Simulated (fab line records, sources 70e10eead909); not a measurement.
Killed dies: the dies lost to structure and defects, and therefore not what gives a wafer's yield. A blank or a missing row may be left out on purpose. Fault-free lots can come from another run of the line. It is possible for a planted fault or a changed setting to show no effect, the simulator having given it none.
fab line records | flow nand-harc
record lots=13 | wafers=39 | last-day=24
route steps=1159 shown P_BONDPAD@370 A_ONON_D1@429
lots that met no fault: taken from a fault-free run of the same line
start-h: hours from the record's opening day to when the first of the lot's shown wafers began | wait-h: time in hours since the lot's previous step | " the same as in the row above | L1.1+2: a row that stands for several wafers | - no value, or no start given | * or withheld: withheld | < > ~ a bound
route shown NAME@n: names a module that has steps shown in the file, with the first one's number in the route | usual: average and standard deviation across the fault-free wafers | same: alike in all rows | chamber/n: place in a boat | sites: readings site by site | _std_site: how widely they spread, as a standard deviation | _edge_site: the outer-site mean with the inner-site mean subtracted | radius-mm: for every site, how far away it sits from the centre of the wafer | mask NAME#n: copy n | behind: the most recent tool/chamber to have shaped the wafer | hold: cause of the lot's hold/its duration in hours/its outcome | device: whichever transistor did not switch (one of n, p or np) | end of line: tests run on the same wafers once the route is complete | for a step that has no rows: nothing shown but its recipe | killed: dies that structure and defects cost at the first sort, which is not the same as the wafer's yield | map: the dies of a wafer, with x for killed, . for not killed, _ for no die there
set.NAME: the run value of the setting; set.NAME@STEP: its run value at that earlier step | model.NAME: the simulator's own value behind a step, which no gauge read
route steps across a sampled set of lots; one table per step, one row per wafer
services: a tool's chamber out of use, with start hour (start-h, from the record's first day; less than 0 if before it), hours out, and reason
## steps
# step NHARC_P_BONDPAD_CD_MEAS_13
# usual cd-nm=500.2/2.5
lot.wafer | tool      | chamber | start-h | wait-h | cd-nm
L562.1    | cd-sem-02 | -       | 140.66  | -      | 498.7
L562.3    | "         | -       | "       | "      | 498.1
L562.6    | "         | -       | "       | "      | 496.8
L563.2    | cd-sem-03 | -       | 140.80  | -      | 495.5
L563.5    | "         | -       | "       | "      | 500.7
L563.6    | "         | -       | "       | "      | 499.2
L561.1    | cd-sem-03 | -       | 140.87  | -      | 502.6
L561.3    | "         | -       | "       | "      | 501.6
L561.4    | "         | -       | "       | "      | 499.9
L564.2    | cd-sem-01 | -       | 150.29  | -      | 500.7
L564.3    | "         | -       | "       | "      | 500.6
L564.4    | "         | -       | "       | "      | 499.0
L566.3    | cd-sem-02 | -       | 157.89  | -      | 501.0
L566.4    | "         | -       | "       | "      | 501.0
L566.5    | "         | -       | "       | "      | 499.2
L567.2    | cd-sem-01 | -       | 164.92  | -      | 502.0
L567.5    | "         | -       | "       | "      | 499.9
L567.6    | "         | -       | "       | "      | 502.2
L568.2    | cd-sem-01 | -       | 175.15  | -      | 498.3
L568.3    | "         | -       | "       | "      | 499.5
L568.4    | "         | -       | "       | "      | 498.6
L573.1    | cd-sem-01 | -       | 205.88  | -      | 497.2
L573.3    | "         | -       | "       | "      | 498.9
L573.4    | "         | -       | "       | "      | 497.8
L572.3    | cd-sem-03 | -       | 209.00  | -      | 500.5
L572.5    | "         | -       | "       | "      | 497.8
L572.6    | "         | -       | "       | "      | 496.9
L580.1    | cd-sem-01 | -       | 241.91  | -      | 502.5
L580.3    | "         | -       | "       | "      | 503.7
L580.6    | "         | -       | "       | "      | 500.2
L581.1    | cd-sem-02 | -       | 245.23  | -      | 501.0
L581.2    | "         | -       | "       | "      | 500.2
L581.4    | "         | -       | "       | "      | 501.1
L583.1    | cd-sem-03 | -       | 260.86  | 0.2    | 497.7
L583.2    | "         | -       | "       | "      | 500.1
L583.6    | "         | -       | "       | "      | 500.0
L584.2    | cd-sem-01 | -       | 263.98  | -      | 499.6
L584.3    | "         | -       | "       | "      | 499.8
L584.6    | "         | -       | "       | "      | 502.2
# step NHARC_P_BONDPAD_PVD_27
# recipe target-thk-a=300 | chamber-pressure-pa=5 | power-w=5000 | substrate-temp-c=30 | time-s=20.49 | material=Cu
# usual throttle-valve-pct=30.2/0.83
lot.wafer | tool           | chamber | start-h | wait-h | throttle-valve-pct
L562.1    | pvd-sputter-02 | -       | -       | -      | 30.3
L562.3    | "              | -       | "       | "      | 30.7
L562.6    | "              | -       | "       | "      | 31.2
L563.2    | pvd-sputter-03 | -       | -       | -      | 28.1
L563.6    | "              | -       | "       | "      | 31.6
L563.5    | "              | -       | "       | "      | 29.3
L561.4    | pvd-sputter-02 | -       | -       | -      | 30.2
L561.3    | "              | -       | "       | "      | 31.3
L561.1    | "              | -       | "       | "      | 30.6
L564.3    | pvd-sputter-03 | -       | -       | -      | 31.3
L564.2    | "              | -       | "       | "      | 29.5
L564.4    | "              | -       | "       | "      | 28.3
L566.4    | pvd-sputter-02 | -       | -       | -      | 30.8
L566.3    | "              | -       | "       | "      | 30.1
L566.5    | "              | -       | "       | "      | 31.1
L567.2    | pvd-sputter-02 | -       | -       | -      | 30.4
L567.6    | "              | -       | "       | "      | 31.2
L567.5    | "              | -       | "       | "      | 30.3
L568.4    | pvd-sputter-01 | -       | -       | -      | 30.0
L568.3    | "              | -       | "       | "      | 29.4
L568.2    | "              | -       | "       | "      | 30.6
L573.3    | pvd-sputter-01 | -       | -       | -      | 29.5
L573.4    | "              | -       | "       | "      | 30.2
L573.1    | "              | -       | "       | "      | 31.4
L572.3    | pvd-sputter-01 | -       | -       | -      | 31.1
L572.5    | "              | -       | "       | "      | 30.3
L572.6    | "              | -       | "       | "      | 31.4
L580.1    | pvd-sputter-02 | -       | -       | -      | 30.0
L580.3    | "              | -       | "       | "      | 30.2
L580.6    | "              | -       | "       | "      | 30.1
L581.1    | pvd-sputter-01 | -       | -       | -      | 29.3
L581.4    | "              | -       | "       | "      | 30.5
L581.2    | "              | -       | "       | "      | 30.1
L583.1    | pvd-sputter-02 | -       | -       | -      | 30.0
L583.2    | "              | -       | "       | "      | 31.1
L583.6    | "              | -       | "       | "      | 29.9
L584.3    | pvd-sputter-02 | -       | -       | -      | 30.0
L584.2    | "              | -       | "       | "      | 29.9
L584.6    | "              | -       | "       | "      | 29.9
# step NHARC_A_ONON_D1_THK_MEAS_08
# recipe thk-meas-gauge=ellipsometry
# usual thk-nm=1000/12
lot.wafer | tool          | chamber | start-h | wait-h | thk-nm
L561.1    | film-metro-01 | -       | 167.58  | -      | 1018
L561.3    | "             | -       | "       | "      | 1020
L561.4    | "             | -       | "       | "      | 1019
L563.2    | film-metro-02 | -       | 167.65  | -      | 998
L563.5    | "             | -       | "       | "      | 1000
L563.6    | "             | -       | "       | "      | 1000
L562.1    | film-metro-02 | -       | 167.75  | -      | 1001
L562.3    | "             | -       | "       | "      | 1002
L562.6    | "             | -       | "       | "      | 1000
L564.2    | film-metro-02 | -       | 177.73  | -      | 1010
L564.3    | "             | -       | "       | "      | 1010
L564.4    | "             | -       | "       | "      | 1009
L566.3    | film-metro-02 | -       | 185.62  | -      | 988
L566.4    | "             | -       | "       | "      | 987
L566.5    | "             | -       | "       | "      | 988
L567.2    | film-metro-01 | -       | 195.40  | -      | 1006
L567.5    | "             | -       | "       | "      | 1003
L567.6    | "             | -       | "       | "      | 1002
L568.2    | film-metro-01 | -       | 203.03  | -      | 998
L568.3    | "             | -       | "       | "      | 1001
L568.4    | "             | -       | "       | "      | 996
L572.3    | film-metro-01 | -       | 233.51  | -      | 989
L572.5    | "             | -       | "       | "      | 988
L572.6    | "             | -       | "       | "      | 986
L573.1    | film-metro-02 | -       | 233.53  | -      | 1014
L573.3    | "             | -       | "       | "      | 1015
L573.4    | "             | -       | "       | "      | 1012
L580.1    | film-metro-02 | -       | 271.67  | -      | 1016
L580.3    | "             | -       | "       | "      | 1018
L580.6    | "             | -       | "       | "      | 1016
L581.1    | film-metro-02 | -       | 272.00  | -      | 984
L581.2    | "             | -       | "       | "      | 984
L581.4    | "             | -       | "       | "      | 986
L584.2    | film-metro-01 | -       | 290.06  | -      | 996
L584.3    | "             | -       | "       | "      | 995
L584.6    | "             | -       | "       | "      | 995
L583.1    | film-metro-01 | -       | 290.11  | -      | 992
L583.2    | "             | -       | "       | "      | 994
L583.6    | "             | -       | "       | "      | 995
# step NHARC_A_ONON_D1_DEP_22
# recipe target-thk-a=10000 | n2-flow-sccm=2750 | n2o-flow-sccm=2000 | nh3-flow-sccm=500 | sih4-flow-sccm=210 | temp-c=400
# usual nh3-flow-sccm=499.7/1.4
lot.wafer | tool          | chamber | start-h | wait-h | nh3-flow-sccm
L561.1    | pecvd-onon-01 | 0       | 177.43  | 0.1    | 496.5
L561.3    | "             | 0       | "       | "      | 497.0
L561.4    | "             | 0       | "       | "      | 497.8
L562.1    | pecvd-onon-03 | 0       | 177.57  | 0.1    | 497.8
L562.3    | "             | 0       | "       | "      | 498.3
L562.6    | "             | 0       | "       | "      | 498.5
L563.2    | pecvd-onon-02 | 0       | 177.76  | 0.2    | 500.6
L563.5    | "             | 0       | "       | "      | 498.4
L563.6    | "             | 0       | "       | "      | 500.8
L564.2    | pecvd-onon-03 | 0       | 187.66  | 0.1    | 499.6
L564.3    | "             | 0       | "       | "      | 501.2
L564.4    | "             | 0       | "       | "      | 498.4
L566.3    | pecvd-onon-02 | 0       | 195.72  | 0.2    | 501.3
L566.4    | "             | 0       | "       | "      | 501.9
L566.5    | "             | 0       | "       | "      | 500.5
L567.2    | pecvd-onon-03 | 0       | 204.78  | 0.1    | 500.0
L567.5    | "             | 0       | "       | "      | 500.7
L567.6    | "             | 0       | "       | "      | 501.8
L568.2    | pecvd-onon-01 | 0       | 212.58  | 0.1    | 501.6
L568.3    | "             | 0       | "       | "      | 501.8
L568.4    | "             | 0       | "       | "      | 500.8
L573.1    | pecvd-onon-03 | 0       | 251.46  | 0.1    | 498.8
L573.3    | "             | 0       | "       | "      | 498.9
L573.4    | "             | 0       | "       | "      | 498.0
L572.3    | pecvd-onon-02 | 0       | 251.79  | 0.2    | 498.7
L572.5    | "             | 0       | "       | "      | 498.5
L572.6    | "             | 0       | "       | "      | 499.5
L580.1    | pecvd-onon-01 | 0       | 283.15  | 0.1    | 497.9
L580.3    | "             | 0       | "       | "      | 498.8
L580.6    | "             | 0       | "       | "      | 500.1
L581.1    | pecvd-onon-03 | 0       | 283.35  | 0.2    | 501.9
L581.2    | "             | 0       | "       | "      | 500.2
L581.4    | "             | 0       | "       | "      | 499.7
L583.1    | pecvd-onon-03 | 0       | 298.96  | 0.1    | 500.1
L583.2    | "             | 0       | "       | "      | 499.8
L583.6    | "             | 0       | "       | "      | 500.1
L584.2    | pecvd-onon-01 | 0       | 299.01  | 0.1    | 497.8
L584.3    | "             | 0       | "       | "      | 497.5
L584.6    | "             | 0       | "       | "      | 497.5
# step NHARC_A_ONON_D1_THK_MEAS_24
# recipe thk-meas-gauge=ellipsometry
# usual thk-nm=1003/11
lot.wafer | tool          | chamber | start-h | wait-h | thk-nm
L561.1    | film-metro-01 | -       | 177.95  | -      | 995
L561.3    | "             | -       | "       | "      | 997
L561.4    | "             | -       | "       | "      | 996
L562.1    | film-metro-02 | -       | 178.08  | -      | 1000
L562.3    | "             | -       | "       | "      | 997
L562.6    | "             | -       | "       | "      | 999
L563.2    | film-metro-01 | -       | 178.21  | -      | 1002
L563.5    | "             | -       | "       | "      | 1002
L563.6    | "             | -       | "       | "      | 1003
L564.2    | film-metro-02 | -       | 188.12  | -      | 992
L564.3    | "             | -       | "       | "      | 994
L564.4    | "             | -       | "       | "      | 993
L566.3    | film-metro-02 | -       | 196.11  | -      | 1003
L566.4    | "             | -       | "       | "      | 1004
L566.5    | "             | -       | "       | "      | 1004
L567.2    | film-metro-02 | -       | 205.24  | -      | 995
L567.5    | "             | -       | "       | "      | 993
L567.6    | "             | -       | "       | "      | 993
L568.2    | film-metro-02 | -       | 213.03  | -      | 1008
L568.3    | "             | -       | "       | "      | 1009
L568.4    | "             | -       | "       | "      | 1010
L573.1    | film-metro-02 | -       | 251.96  | -      | 1009
L573.3    | "             | -       | "       | "      | 1010
L573.4    | "             | -       | "       | "      | 1009
L572.3    | film-metro-02 | -       | 252.19  | -      | 1001
L572.5    | "             | -       | "       | "      | 1003
L572.6    | "             | -       | "       | "      | 1150
L580.1    | film-metro-02 | -       | 283.66  | -      | 1011
L580.3    | "             | -       | "       | "      | 1014
L580.6    | "             | -       | "       | "      | 1014
L581.1    | film-metro-02 | -       | 283.87  | -      | 1029
L581.2    | "             | -       | "       | "      | 1029
L581.4    | "             | -       | "       | "      | 1029
L584.2    | film-metro-01 | -       | 299.46  | -      | 1006
L584.3    | "             | -       | "       | "      | 1007
L584.6    | "             | -       | "       | "      | 1007
L583.1    | film-metro-02 | -       | 299.47  | -      | 992
L583.2    | "             | -       | "       | "      | 994
L583.6    | "             | -       | "       | "      | 994
## services
tool           | chamber | start-h | hours | kind
pvd-sputter-01 | -       | 121.60  | 3.0   | repair
pvd-sputter-01 | -       | 149.57  | 1.4   | repair
pvd-sputter-02 | -       | 152.70  | 2.4   | repair
pecvd-onon-03  | -       | 153.00  | 13.0  | pm
pvd-sputter-01 | -       | 158.00  | 10.0  | pm
pvd-sputter-03 | -       | 171.17  | 48.7  | repair
pvd-sputter-01 | -       | 173.37  | 2.2   | repair
pecvd-onon-01  | -       | 195.00  | 13.0  | pm
pvd-sputter-02 | -       | 214.00  | 10.0  | pm
pvd-sputter-03 | -       | 275.43  | 3.7   | repair
pvd-sputter-03 | -       | 280.00  | 10.0  | pm
pecvd-onon-02  | -       | 292.27  | 13.0  | pm
## key
first-sign step=NHARC_A_ONON_D1_THK_MEAS_24 | reading=thk-nm | direction=up | sigmas=14 | usual=1003 | struck=1150
effect none on later readings
met-at NHARC_A_ONON_D1_DEP_22
struck-lots L572
struck-wafers L572.6
sort-left-out L572.6
tester-left-out L572
not-acting-at NHARC_P_BONDPAD_CD_MEAS_13,NHARC_P_BONDPAD_PVD_27,NHARC_A_ONON_D1_THK_MEAS_08
onset-between 195.72 251.79
fault kind=process-parameter-drift | tool=pecvd-onon-02 | chamber=- | onset-h=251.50 | steps=NHARC_A_ONON_D1_DEP_22 | channel=target-thk-a | offset=* | shape=step | end-h=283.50 | scope=struck-wafers-only | acts-in=* | stated=*
# tester-left-out: of these lots the tester's yield and bins aren't shown, on N5 and GAA mostly nor the transistor test; their killed dies are dies lost to structure and defects alone, not to doping, threshold or leakage, so they don't give the yield
# sort-left-out: the simulated sort isn't trusted on such a fault, so these wafers' sort isn't shown, and their yield isn't known
